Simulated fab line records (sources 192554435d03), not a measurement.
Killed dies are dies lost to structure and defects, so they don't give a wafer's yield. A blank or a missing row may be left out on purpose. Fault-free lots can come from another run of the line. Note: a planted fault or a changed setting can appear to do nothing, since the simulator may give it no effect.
fab line records	flow n5-finfet
[record] lots = 7	wafers = 39
route steps=1938 shown BEOL_M2@890 BEOL_M4@1037 BEOL_M8@1368 BEOL_M11@1540
start-h: start of the lot's first displayed wafer, in hours after the record's first day	wait-h: hours from the lot's prior step to this one	" identical to the entry in the row above	L1.1+2: a single row standing in for several wafers	- either no value or no given start	* or withheld: withheld	< > ~ a bound
route shown NAME@n: names a module that has steps shown in the file, with the first one's number in the route	usual: average and standard deviation across the fault-free wafers	same: alike in all rows	chamber/n: place in a boat	sites: the reading at each site	_std_site: standard deviation of those values	_edge_site: outer sites' mean less inner sites'	radius-mm: how far each site lies from the wafer's centre	mask NAME#n: copy n	behind: the tool/chamber that last shaped the wafer	hold: the reason the lot was held/the length of the hold in hours/how it ended	device: the transistor (n, p or np) that didn't switch	end of line: tests run on the same wafers once the route is complete	a step with no rows: only its recipe	killed: dies that structure and defects cost at the first sort, which is not the same as the wafer's yield	map: a wafer's dies, x killed, . not, _ none there
set.NAME: the setting the step ran with; set.NAME@STEP: the setting that earlier step ran with	model.NAME: the simulator's own value behind a step, which no gauge read
lots where settings were altered on purpose, with a table for each step and a row for each wafer
[[steps]]
[step N5_BEOL_M2_TRENCH_ETCH_37]
[recipe] chemistry = C4F6/O2	target-depth-a = 555.55	target = SiOC	time-s = 29.2	ion-energy-ev = 250	pressure-mtorr = 30	source-w = 355	bias-w = 185	Ar_flow_sccm = 300	C4F6_flow_sccm = 10	O2_flow_sccm = 10
lot.wafer	tool	chamber	start-h	wait-h	set.time-s	model.BEOL_M2.feature-depth-nm	model.etch.depth-nm	model.TiN_of_BEOL_M2_HM_DEP_02.thk-nm
L074.1	rie-diel-02	2	-	-	40	76.4	76.49	17
L074.2	"	0	"	"	29.2	55.6	55.63	18
L074.3	"	1	"	"	29.2	55.6	55.56	18
L074.4	"	3	"	"	29.2	55.4	55.45	17.8
L074.5	"	0	"	"	40	76.2	76.29	17.2
L074.6	"	1	"	"	40	76	76.01	17
L075.1	rie-diel-02	3	-	-	44.46	83.4	83.45	16
L075.2	"	1	"	"	29.2	55.4	55.45	17.2
L075.3	"	0	"	"	29.2	55.2	55.29	17.6
L075.4	"	2	"	"	44.46	84.2	84.26	16.2
L075.5	"	1	"	"	44.46	84.2	84.27	16.2
L075.6	"	2	"	"	29.2	55.2	55.2	17.4
L081.1	rie-diel-02	2	-	-	29.2	55	54.97	17.6
L081.2	"	3	"	"	29.2	55	55.1	17.4
L081.3	"	0	"	"	29.2	55.4	55.35	17.4
L081.4	"	2	"	"	29.2	55	55.01	17.6
L081.5	"	0	"	"	29.2	55.2	55.15	17.6
L081.6	"	3	"	"	29.2	54.8	54.85	17.6
L086.1	rie-diel-05	3	-	-	29.2	55.2	55.26	17.6
L086.4	"	0	"	"	29.2	55.4	55.35	17.6
L086.5	"	2	"	"	29.2	55.2	55.2	17.6
L087.1	rie-diel-05	0	-	-	13.03	25.2	25.19	19.2
L087.2	"	2	"	"	13.03	24.8	24.72	19.4
L087.3	"	3	"	"	13.03	24.8	24.78	19
L087.4	"	1	"	"	29.2	56.6	56.63	17.6
L087.5	"	2	"	"	29.2	55.4	55.37	17.8
L087.6	"	3	"	"	29.2	55.6	55.61	18
L088.1	rie-diel-02	0	-	-	29.2	55.2	55.17	17.8
L088.2	"	1	"	"	29.2	55	55	17.8
L088.3	"	2	"	"	17.75	33.6	33.58	18.8
L088.4	"	0	"	"	17.75	33.4	33.5	19
L088.5	"	2	"	"	17.75	33.4	33.45	18.6
L088.6	"	1	"	"	29.2	55	55.09	18
L090.1	rie-diel-04	3	-	-	29.2	53.8	53.77	17.8
L090.2	"	2	"	"	29.2	55.2	55.19	17.6
L090.3	"	0	"	"	29.2	56.2	56.17	17.6
L090.4	"	1	"	"	29.2	54.8	54.78	17.6
L090.5	"	1	"	"	29.2	55	54.96	17.8
L090.6	"	2	"	"	29.2	55.4	55.35	17.6
[step N5_BEOL_M2_ETCH_41]
[recipe] chemistry = CH3F/O2	target = SiCN	target-depth-a = 299	taper-deg = 2	time-s = 52.5	ion-energy-ev = 120	mask-material = TiN	pressure-mtorr = 30	source-w = 395	bias-w = 75	Ar_flow_sccm = 150	CH3F_flow_sccm = 30	O2_flow_sccm = 20
[step N5_BEOL_M2_STRIP_97]
[recipe] chemistry = N2/H2	time-s = 10	power-w = 450	temp-c = 40	pressure-mtorr = 20	rf-frequency-hz = 6e+07	bias-power-w = 7	n2-flow-sccm = 200	h2-flow-sccm = 200
[step N5_BEOL_M2_OCD_MEAS_38]
[usual] trench-depth-nm = 55.5/0.67
lot.wafer	tool	chamber	start-h	wait-h	set.time-s@BEOL_M2_TRENCH_ETCH_37	trench-depth-nm
L074.1	ocd-01	-	170.87	-	40	76.2
L074.2	"	-	"	"	29.2	55.9
L074.3	"	-	"	"	29.2	55.0
L074.4	"	-	"	"	29.2	55.8
L074.5	"	-	"	"	40	76.6
L074.6	"	-	"	"	40	75.7
L075.1	ocd-02	-	200.83	-	44.46	83.5
L075.2	"	-	"	"	29.2	55.6
L075.3	"	-	"	"	29.2	55.5
L075.4	"	-	"	"	44.46	83.8
L075.5	"	-	"	"	44.46	84.1
L075.6	"	-	"	"	29.2	55.2
L081.1	ocd-01	-	221.25	-	29.2	55.2
L081.2	"	-	"	"	29.2	54.8
L081.3	"	-	"	"	29.2	55.9
L081.4	"	-	"	"	29.2	54.7
L081.5	"	-	"	"	29.2	54.8
L081.6	"	-	"	"	29.2	55.6
L086.1	ocd-02	-	246.00	-	29.2	55.5
L086.4	"	-	"	"	29.2	55.3
L086.5	"	-	"	"	29.2	54.9
L087.1	ocd-01	-	248.74	-	13.03	24.6
L087.2	"	-	"	"	13.03	24.5
L087.3	"	-	"	"	13.03	24.8
L087.4	"	-	"	"	29.2	56.4
L087.5	"	-	"	"	29.2	55.7
L087.6	"	-	"	"	29.2	56.3
L088.1	ocd-02	-	258.89	-	29.2	55.4
L088.2	"	-	"	"	29.2	54.6
L088.3	"	-	"	"	17.75	33.7
L088.4	"	-	"	"	17.75	33.8
L088.5	"	-	"	"	17.75	33.4
L088.6	"	-	"	"	29.2	55.3
L090.1	ocd-01	-	268.73	-	29.2	53.8
L090.2	"	-	"	"	29.2	55.2
L090.3	"	-	"	"	29.2	56.3
L090.4	"	-	"	"	29.2	54.4
L090.5	"	-	"	"	29.2	54.7
L090.6	"	-	"	"	29.2	55.3
[step N5_BEOL_M2_HM_STRIP_39]
[recipe] chemistry = peroxide-tin-strip	material = TiN	target-depth-a = 250	temp-c = 50	time-s = 158
[step N5_BEOL_M2_SRD_40]
[recipe] time-s = 30	temp-c = 23	rinse-liquid = diw	dry = ipa-marangoni
[step N5_BEOL_M2_ECD_50]
[recipe] material = Cu	target-thk-a = 3000
[step N5_BEOL_M2_ANNEAL_51]
[recipe] temp-c = 225	time-s = 90	ambient = N2
[step N5_BEOL_M2_CMP_52]
[recipe] stop-on = SiOC	t-overpolish-s = 6.8	down-force-psi = 1	platen-rpm = 50	clearing-platen-down-force-psi = 1.5	clearing-platen-rpm = 50	post-cmp-clean = cu-alkaline	target-thk-nm = 40	clearing-platen-pad-velocity-m-s = 0.99484	pad-velocity-m-s = 0.99484
lot.wafer	tool	chamber	start-h	wait-h	set.time-s@BEOL_M2_TRENCH_ETCH_37	model.Cu_of_BEOL_M2_ECD_50.thk-nm
L074.3	cmp-02	3	174.52	0.2	29.2	39.2
L074.4	"	0	"	"	29.2	39.8
L074.2	"	1	"	"	29.2	40
L074.1	"	2	"	"	40	60.4
L074.5	"	3	"	"	40	59.6
L074.6	"	0	"	"	40	60
L075.1	cmp-04	3	204.00	0.3	44.46	67
L075.3	"	0	"	"	29.2	40
L075.2	"	1	"	"	29.2	38.8
L075.4+5	"	2,3	"	"	44.46	67.2
L075.6	"	0	"	"	29.2	39.2
L081.1+2	cmp-04	2,1	224.75	0.3	29.2	37.8
L081.3+4+5	"	3,0,3	"	"	29.2	38.6
L081.6	"	2	"	"	29.2	39
L086.1	cmp-02	2	249.47	0.3	29.2	39
L086.4	"	0	"	"	29.2	40.2
L086.5	"	3	"	"	29.2	39.4
L087.4	cmp-04	3	251.91	0.1	29.2	40.8
L087.3	"	0	"	"	13.03	10.4
L087.2	"	1	"	"	13.03	8.6
L087.1	"	2	"	"	13.03	9.2
L087.6	"	3	"	"	29.2	40
L087.5	"	0	"	"	29.2	40.2
L088.3	cmp-04	2	262.08	0.2	17.75	17.2
L088.4	"	3	"	"	17.75	17.4
L088.1	"	0	"	"	29.2	40
L088.2	"	1	"	"	29.2	37.6
L088.5	"	2	"	"	17.75	16.6
L088.6	"	3	"	"	29.2	39.4
L090.1	cmp-02	3	272.14	0.3	29.2	39.8
L090.4	"	0	"	"	29.2	40.8
L090.2	"	1	"	"	29.2	41
L090.3+6	"	2,0	"	"	29.2	42
L090.5	"	3	"	"	29.2	40.4
[step N5_BEOL_M2_THK_MEAS_53]
[recipe] thk-meas-gauge = xrf	reads = Cu_of_BEOL_M2_ECD_50
[usual] M2_THK = 40.3/1.3
lot.wafer	tool	chamber	start-h	wait-h	set.time-s@BEOL_M2_TRENCH_ETCH_37	M2_THK[nm]
L074.1	film-metro-01	-	174.82	-	40	60.9
L074.2	"	-	"	"	29.2	40.2
L074.3	"	-	"	"	29.2	39.5
L074.4	"	-	"	"	29.2	40.1
L074.5	"	-	"	"	40	60.0
L074.6	"	-	"	"	40	60.5
L075.1	film-metro-02	-	204.30	-	44.46	66.9
L075.2	"	-	"	"	29.2	38.8
L075.3	"	-	"	"	29.2	39.8
L075.4	"	-	"	"	44.46	67.2
L075.5	"	-	"	"	44.46	67.2
L075.6	"	-	"	"	29.2	39.1
L081.1	film-metro-02	-	225.04	-	29.2	38.1
L081.2	"	-	"	"	29.2	38.0
L081.3	"	-	"	"	29.2	39.1
L081.4	"	-	"	"	29.2	38.9
L081.5	"	-	"	"	29.2	39.0
L081.6	"	-	"	"	29.2	39.2
L086.1	film-metro-02	-	249.77	-	29.2	39.2
L086.4	"	-	"	"	29.2	40.3
L086.5	"	-	"	"	29.2	39.4
L087.1	film-metro-02	-	252.21	-	13.03	9.1
L087.2	"	-	"	"	13.03	8.7
L087.3	"	-	"	"	13.03	10.5
L087.4	"	-	"	"	29.2	41.1
L087.5	"	-	"	"	29.2	40.6
L087.6	"	-	"	"	29.2	40.3
L088.1	film-metro-02	-	262.37	-	29.2	39.6
L088.2	"	-	"	"	29.2	37.4
L088.3	"	-	"	"	17.75	16.9
L088.4	"	-	"	"	17.75	17.2
L088.5	"	-	"	"	17.75	16.4
L088.6	"	-	"	"	29.2	39.0
L090.1	film-metro-01	-	272.43	-	29.2	40.6
L090.2	"	-	"	"	29.2	41.7
L090.3	"	-	"	"	29.2	42.9
L090.4	"	-	"	"	29.2	41.5
L090.5	"	-	"	"	29.2	41.2
L090.6	"	-	"	"	29.2	42.9
[step N5_BEOL_M2_PRE_CLEAN_60]
[recipe] gas = NH3/H2	time-s = 15	temp-c = *	rf-power-w = 300
[step N5_BEOL_M2_CO_CAP_55]
[recipe] material = Co	target-thk-a = 20	temp-c = 200	precursor = CCTBA/H2	pressure-torr = 30	time-s = 102.1
[step N5_BEOL_M2_PRE_CLEAN_56]
[recipe] gas = NH3	time-s = 15	temp-c = withheld	rf-power-w = 300
[step N5_BEOL_M2_DEP_57]
[recipe] material = SiCN	target-thk-a = 80	temp-c = withheld	precursor = 3MS/NH3	pressure-torr = 3	rf-w = 202	time-s = 14
[step N5_BEOL_M2_RS_MEAS_58]
[recipe] thk-meas-gauge = four-point-probe	reads = Co_of_BEOL_M2_CO_CAP_55+Cu_of_BEOL_M2_ECD_50+Co_of_BEOL_M2_CVD_47+TaN_of_BEOL_M2_ALD_84
[usual] M2_RS = 0.672/0.026
lot.wafer	tool	chamber	start-h	wait-h	set.time-s@BEOL_M2_TRENCH_ETCH_37	M2_RS[ohm/sq]
L074.1	film-metro-01	-	175.13	0.0	40	0.399
L074.2	"	-	"	"	29.2	0.668
L074.3	"	-	"	"	29.2	0.686
L074.4	"	-	"	"	29.2	0.671
L074.5	"	-	"	"	40	0.406
L074.6	"	-	"	"	40	0.404
L075.1	film-metro-01	-	204.57	0.1	44.46	0.353
L075.2	"	-	"	"	29.2	0.697
L075.3	"	-	"	"	29.2	0.669
L075.4	"	-	"	"	44.46	0.352
L075.5	"	-	"	"	44.46	0.351
L075.6	"	-	"	"	29.2	0.688
L081.1	film-metro-01	-	225.33	0.1	29.2	0.720
L081.2	"	-	"	"	29.2	0.722
L081.3	"	-	"	"	29.2	0.700
L081.4	"	-	"	"	29.2	0.699
L081.5	"	-	"	"	29.2	0.702
L081.6	"	-	"	"	29.2	0.692
L086.1	film-metro-02	-	250.03	0.0	29.2	0.689
L086.4	"	-	"	"	29.2	0.663
L086.5	"	-	"	"	29.2	0.681
L087.1	film-metro-01	-	252.56	0.0	13.03	5.215
L087.2	"	-	"	"	13.03	5.596
L087.3	"	-	"	"	13.03	4.328
L087.4	"	-	"	"	29.2	0.654
L087.5	"	-	"	"	29.2	0.664
L087.6	"	-	"	"	29.2	0.667
L088.1	film-metro-02	-	262.63	0.1	29.2	0.667
L088.2	"	-	"	"	29.2	0.726
L088.3	"	-	"	"	17.75	2.095
L088.4	"	-	"	"	17.75	2.063
L088.5	"	-	"	"	17.75	2.199
L088.6	"	-	"	"	29.2	0.681
L090.1	film-metro-02	-	272.69	0.0	29.2	0.671
L090.2	"	-	"	"	29.2	0.650
L090.3	"	-	"	"	29.2	0.625
L090.4	"	-	"	"	29.2	0.654
L090.5	"	-	"	"	29.2	0.662
L090.6	"	-	"	"	29.2	0.628
[step N5_BEOL_M4_DESCUM_16]
[recipe] chemistry = O2	time-s = 7	source-power-w = 50	bias-power-w = 20	pressure-mtorr = 20	rf-frequency-hz = 2.712e+07	temp-c = 40	resist = CAR-EUV	o2-flow-sccm = 225
lot.wafer	tool	chamber	start-h	wait-h	set.time-s	model.CAR-EUV_of_BEOL_M4_COAT_05.thk-nm
L074.1+5	rie-diel-04	3,0	183.24	0.0	7	25.8
L074.2+3+4+6	"	1,2,0,3	"	"	7	26
L075.1+2	rie-diel-05	3,0	218.03	0.1	5.019	26.8
L075.3+4	"	2	"	"	7	25.8
L075.5	"	0	"	"	5.019	27
L075.6	"	3	"	"	7	26
L081.1+3+6	rie-diel-05	1,0,0	235.57	0.1	7	26
L081.2+5	"	3,1	"	"	5.393	26.8
L081.4	"	2	"	"	5.393	26.6
L086.1+4	rie-diel-04	1	259.66	0.2	7	26.2
L086.5	"	3	"	"	7	26
L088.1+2+3+4+5	rie-diel-05	0,2,3,1,0	286.31	0.0	7	26
L088.6	"	1	"	"	7	26.2
L087.1+5+6	rie-diel-05	0,3,2	295.89	0.3	7	26
L087.2+3	"	3,1	"	"	9.577	24.8
L087.4	"	2	"	"	9.577	24.6
L090.1+4+5+6	rie-diel-04	3,0,2,3	300.11	0.0	7	26
L090.2+3	"	0,2	"	"	7	26.2
[step N5_BEOL_M4_ETCH_74]
[recipe] chemistry = N2/H2	target = underlayer	target-depth-a = 65	mask-material = CAR-EUV	time-s = 5.2	ion-energy-ev = 200	pressure-mtorr = 30	source-w = 840	bias-w = 150	n2-flow-sccm = 200	h2-flow-sccm = 200	ends = cleared
lot.wafer	tool	chamber	start-h	wait-h	set.time-s@BEOL_M4_DESCUM_16	model.CAR-EUV_of_BEOL_M4_COAT_05.thk-nm
L074.1+3+4+5+6	rie-diel-04	3,2,0,0,3	183.27	0.0	7	20.2
L074.2	"	1	"	"	7	20.4
L075.1	rie-diel-05	3	218.07	0.0	5.019	21
L075.2+5	"	0	"	"	5.019	21.2
L075.3	"	2	"	"	7	20
L075.4+6	"	2,3	"	"	7	20.2
L081.1	rie-diel-05	1	235.61	0.0	7	20.4
L081.2+4+5	"	3,2,1	"	"	5.393	21
L081.3+6	"	0	"	"	7	20.2
L086.1+4+5	rie-diel-04	1,1,3	259.70	0.0	7	20.4
L088.1+2+3+5	rie-diel-05	0,2,3,0	286.34	0.0	7	20.2
L088.4+6	"	1	"	"	7	20.4
L087.1	rie-diel-05	0	295.93	0.0	7	20.2
L087.2+3+4	"	3,1,2	"	"	9.577	19
L087.5+6	"	3,2	"	"	7	20.4
L090.1	rie-diel-04	3	300.15	0.0	7	20.2
L090.2+3+4+5+6	"	0,2,0,2,3	"	"	7	20.4
[step N5_BEOL_M4_ETCH_63]
[recipe] chemistry = CF4	target = SiARC	target-depth-a = 156	mask-material = CAR-EUV	time-s = 26	ion-energy-ev = 80	pressure-mtorr = 40	source-w = 545	bias-w = 36	Ar_flow_sccm = 100	cf4-flow-sccm = 100	ends = cleared
lot.wafer	tool	chamber	start-h	wait-h	set.time-s@BEOL_M4_DESCUM_16	model.CAR-EUV_of_BEOL_M4_COAT_05.thk-nm
L074.1+3+4+5+6	rie-diel-04	3,2,0,0,3	183.29	0.0	7	11
L074.2	"	1	"	"	7	11.2
L075.1	rie-diel-05	3	218.08	0.0	5.019	11.8
L075.2+5	"	0	"	"	5.019	12
L075.3	"	2	"	"	7	10.8
L075.4+6	"	2,3	"	"	7	11
L081.1	rie-diel-05	1	235.62	0.0	7	11.2
L081.2+4+5	"	3,2,1	"	"	5.393	11.8
L081.3+6	"	0	"	"	7	11
L086.1+4+5	rie-diel-04	1,1,3	259.71	0.0	7	11.2
L088.1+2+3+5	rie-diel-05	0,2,3,0	286.36	0.0	7	11
L088.4+6	"	1	"	"	7	11.2
L087.1+5	rie-diel-05	0,3	295.94	0.0	7	11
L087.2+4	"	3,2	"	"	9.577	9.6
L087.3	"	1	"	"	9.577	9.8
L087.6	"	2	"	"	7	11.2
L090.1+5+6	rie-diel-04	3,2,3	300.16	0.0	7	11
L090.2+3+4	"	0,2,0	"	"	7	11.2
[step N5_BEOL_M8_DESCUM_33]
[recipe] chemistry = O2	time-s = 7	source-power-w = 50	bias-power-w = 20	pressure-mtorr = 20	rf-frequency-hz = 2.712e+07	temp-c = 40	resist = CAR-EUV	o2-flow-sccm = 225
lot.wafer	tool	chamber	start-h	wait-h	set.time-s	model.CAR-EUV_of_BEOL_M8_COAT_22.thk-nm
L074.1+2+4+5	rie-diel-02	1,0,0,2	242.37	0.2	7	26.2
L074.3+6	"	2,1	"	"	7	26
L075.1+3+4+5	rie-diel-05	0,1,2,1	274.28	0.0	7	26.2
L075.2+6	"	3,0	"	"	7	26
L081.1+2+3+4+5+6	rie-diel-05	1,3,2,0,3,2	308.48	0.0	7	26.2
L086.1+4+5	rie-diel-02	0,3,3	331.26	0.3	7	26.2
L088.1+4	rie-diel-05	1,0	343.29	0.3	7	26.2
L088.2	"	3	"	"	5.472	26.8
L088.3	"	0	"	"	7	26
L088.5+6	"	3,1	"	"	5.472	27
L087.1+3+4	rie-diel-04	3,1,2	349.58	0.0	3.883	27.6
L087.2+5+6	"	0,2,1	"	"	7	26
L090.1+2+4	rie-diel-05	1,3,3	353.47	0.0	4.301	27.4
L090.3+5+6	"	0,1,0	"	"	7	26
[step N5_BEOL_M8_ETCH_72]
[recipe] chemistry = N2/H2	target = underlayer	target-depth-a = 65	mask-material = CAR-EUV	time-s = 5.2	ion-energy-ev = 200	pressure-mtorr = 30	source-w = 840	bias-w = 150	n2-flow-sccm = 200	h2-flow-sccm = 200	ends = cleared
lot.wafer	tool	chamber	start-h	wait-h	set.time-s@BEOL_M8_DESCUM_33	model.CAR-EUV_of_BEOL_M8_COAT_22.thk-nm
L074.1+2+3+4+5+6	rie-diel-02	1,0,2,0,2,1	242.41	0.0	7	20.4
L075.1+2+3+4+5	rie-diel-05	0,3,1,2,1	274.31	0.0	7	20.4
L075.6	"	0	"	"	7	20.2
L081.1+5	rie-diel-05	1,3	308.51	0.0	7	20.6
L081.2+3+4+6	"	3,2,0,2	"	"	7	20.4
L086.1+4+5	rie-diel-02	0,3,3	331.30	0.0	7	20.4
L088.1+3+4	rie-diel-05	1,0,0	343.33	0.0	7	20.4
L088.2+5	"	3	"	"	5.472	21.2
L088.6	"	1	"	"	5.472	21.4
L087.1+4	rie-diel-04	3,2	349.61	0.0	3.883	21.8
L087.2	"	0	"	"	7	20.2
L087.3	"	1	"	"	3.883	22
L087.5+6	"	2,1	"	"	7	20.4
L090.1+2+4	rie-diel-05	1,3,3	353.51	0.0	4.301	21.6
L090.3+6	"	0	"	"	7	20.2
L090.5	"	1	"	"	7	20.4
[step N5_BEOL_M11_HM_DEP_02]
[recipe] material = TiN	target-thk-a = 200	temp-c = 25	chamber-pressure-pa = 0.49996
lot.wafer	tool	chamber	start-h	wait-h	set.target-thk-a	model.TiN_of_BEOL_M11_HM_DEP_02.thk-nm
L074.1+2+4	pvd-sputter-02	-	261.83	0.7	200	20
L074.3+5+6	"	-	"	"	200	20.2
L075.1+2+3+4+5+6	pvd-sputter-01	-	295.44	1.2	200	19.8
L081.1+2+3	pvd-sputter-02	-	329.07	0.9	200	20.2
L081.4+5+6	"	-	"	"	124.2	12.4
L086.1+4+5	pvd-sputter-02	-	350.77	0.5	200	20.2
L088.1+2+5	pvd-sputter-03	-	369.74	4.2	200	20
L088.3+4+6	"	-	"	"	158.1	15.6
L087.1+2+6	pvd-sputter-02	-	374.35	1.0	122.5	12.6
L087.3+5	"	-	"	"	200	20.4
L087.4	"	-	"	"	200	20.2
L090.1	pvd-sputter-03	-	379.16	2.5	200	20.2
L090.2+6	"	-	"	"	104.8	10.6
L090.3+4	"	-	"	"	200	20
L090.5	"	-	"	"	104.8	10.4
[step N5_BEOL_M11_COAT_59]
[recipe] resist = SOC	temp-c = 250	time-s = 60	spin-rpm = 1500	resist-thk-nm = 100
[step N5_BEOL_M11_COAT_60]
[recipe] resist = SiARC	temp-c = 220	time-s = 60	spin-rpm = 1500	resist-thk-nm = 30
[step N5_BEOL_M11_STRIP_68]
[recipe] chemistry = N2/H2	temp-c = 40	n2-flow-sccm = 200	h2-flow-sccm = 200	rf-frequency-hz = 6e+07
[step N5_BEOL_M11_STRIP_67]
[recipe] chemistry = CF4	resist = SiARC	power-w = 300	bias-power-w = 75	pressure-mtorr = 50	cf4-flow-sccm = 150	rf-frequency-hz = 6e+07
[step N5_BEOL_M11_HM_OPEN_17]
[recipe] chemistry = Cl2/BCl3	target-depth-a = 200	overetch-a = 60	target = TiN	mask-material = SOC	ion-energy-ev = 150	pressure-mtorr = 10	icp-w = 1000	bias-w = 126	Cl2_flow_sccm = 53.25	bcl3-flow-sccm = 21.75	Ar_flow_sccm = 25
[usual] oes-product-au = 0.69/0.032
lot.wafer	tool	chamber	start-h	wait-h	set.target-thk-a@BEOL_M11_HM_DEP_02	oes-product-au	model.etch.depth-nm
L074.1	rie-metal-01	0	262.56	0.0	200	0.67	20.04
L074.2	"	1	"	"	200	0.66	20.09
L074.3	"	1	"	"	200	0.67	20.22
L074.4	"	0	"	"	200	0.67	20.09
L074.5	"	0	"	"	200	0.67	20.17
L074.6	"	1	"	"	200	0.67	20.26
L075.1	rie-metal-02	0	296.25	0.0	200	0.74	19.83
L075.2	"	1	"	"	200	0.72	19.79
L075.3	"	0	"	"	200	0.74	19.87
L075.4	"	1	"	"	200	0.72	19.86
L075.5	"	0	"	"	200	0.74	19.71
L075.6	"	1	"	"	200	0.72	19.89
L081.1	rie-metal-02	1	330.07	0.0	200	0.72	20.22
L081.2	"	0	"	"	200	0.73	20.13
L081.3	"	0	"	"	200	0.73	20.26
L081.4	"	1	"	"	124.2	0.56	12.44
L081.5	"	0	"	"	124.2	0.58	12.42
L081.6	"	1	"	"	124.2	0.57	12.38
L086.1	rie-metal-02	0	351.90	0.0	200	0.72	20.13
L086.4	"	1	"	"	200	0.72	20.25
L086.5	"	1	"	"	200	0.71	20.12
L088.1	rie-metal-03	0	370.67	0.0	200	0.66	19.94
L088.2	"	1	"	"	200	0.73	20.01
L088.3	"	0	"	"	158.1	0.58	15.57
L088.4	"	1	"	"	158.1	0.64	15.59
L088.5	"	1	"	"	200	0.72	19.95
L088.6	"	0	"	"	158.1	0.58	15.6
L087.1	rie-metal-01	0	375.21	0.0	122.5	0.52	12.59
L087.2	"	1	"	"	122.5	0.51	12.51
L087.3	"	0	"	"	200	0.66	20.32
L087.4	"	1	"	"	200	0.65	20.26
L087.5	"	1	"	"	200	0.65	20.43
L087.6	"	0	"	"	122.5	0.51	12.51
L090.1	rie-metal-02	1	380.07	0.0	200	0.70	20.18
L090.2	"	0	"	"	104.8	0.52	10.68
L090.3	"	0	"	"	200	0.70	19.98
L090.4	"	1	"	"	200	0.70	19.92
L090.5	"	1	"	"	104.8	0.51	10.38
L090.6	"	0	"	"	104.8	0.53	10.62
[[key]]
[split] step = N5_BEOL_M2_TRENCH_ETCH_37	setting = time-s	stated = 29.2	by = wafer
[response] step = N5_BEOL_M2_TRENCH_ETCH_37	reading = model.BEOL_M2.feature-depth-nm	change = +0.554	per = 1%	r = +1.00
[response] step = N5_BEOL_M2_TRENCH_ETCH_37	reading = model.etch.depth-nm	change = +0.555	per = 1%	r = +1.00
[response] step = N5_BEOL_M2_TRENCH_ETCH_37	reading = model.TiN_of_BEOL_M2_HM_DEP_02.thk-nm	change = -0.0244	per = 1%	r = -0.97
[response] step = N5_BEOL_M2_OCD_MEAS_38	reading = trench-depth-nm	change = +0.555	per = 1%	r = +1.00
[response] step = N5_BEOL_M2_CMP_52	reading = model.Cu_of_BEOL_M2_ECD_50.thk-nm	change = +0.549	per = 1%	r = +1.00
[response] step = N5_BEOL_M2_THK_MEAS_53	reading = M2_THK	change = +0.552	per = 1%	r = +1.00
[response] step = N5_BEOL_M2_RS_MEAS_58	reading = M2_RS	shape = bent	at-lowest = 5.046	at-stated = 0.678	at-highest = 0.352
[split] step = N5_BEOL_M4_DESCUM_16	setting = time-s	stated = 7	by = wafer
[response] step = N5_BEOL_M4_DESCUM_16	reading = model.CAR-EUV_of_BEOL_M4_COAT_05.thk-nm	change = -0.0342	per = 1%	r = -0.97
[response] step = N5_BEOL_M4_ETCH_74	reading = model.CAR-EUV_of_BEOL_M4_COAT_05.thk-nm	change = -0.0351	per = 1%	r = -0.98
[response] step = N5_BEOL_M4_ETCH_63	reading = model.CAR-EUV_of_BEOL_M4_COAT_05.thk-nm	change = -0.036	per = 1%	r = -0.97
[split] step = N5_BEOL_M8_DESCUM_33	setting = time-s	stated = 7	by = wafer
[response] step = N5_BEOL_M8_DESCUM_33	reading = model.CAR-EUV_of_BEOL_M8_COAT_22.thk-nm	change = -0.0362	per = 1%	r = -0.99
[response] step = N5_BEOL_M8_ETCH_72	reading = model.CAR-EUV_of_BEOL_M8_COAT_22.thk-nm	change = -0.0351	per = 1%	r = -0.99
[split] step = N5_BEOL_M11_HM_DEP_02	setting = target-thk-a	stated = 200	by = wafer
[response] step = N5_BEOL_M11_HM_DEP_02	reading = model.TiN_of_BEOL_M11_HM_DEP_02.thk-nm	change = +0.202	per = 1%	r = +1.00
[response] step = N5_BEOL_M11_HM_OPEN_17	reading = oes-product-au	change = +0.00391	per = 1%	r = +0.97
[response] step = N5_BEOL_M11_HM_OPEN_17	reading = model.etch.depth-nm	change = +0.202	per = 1%	r = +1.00
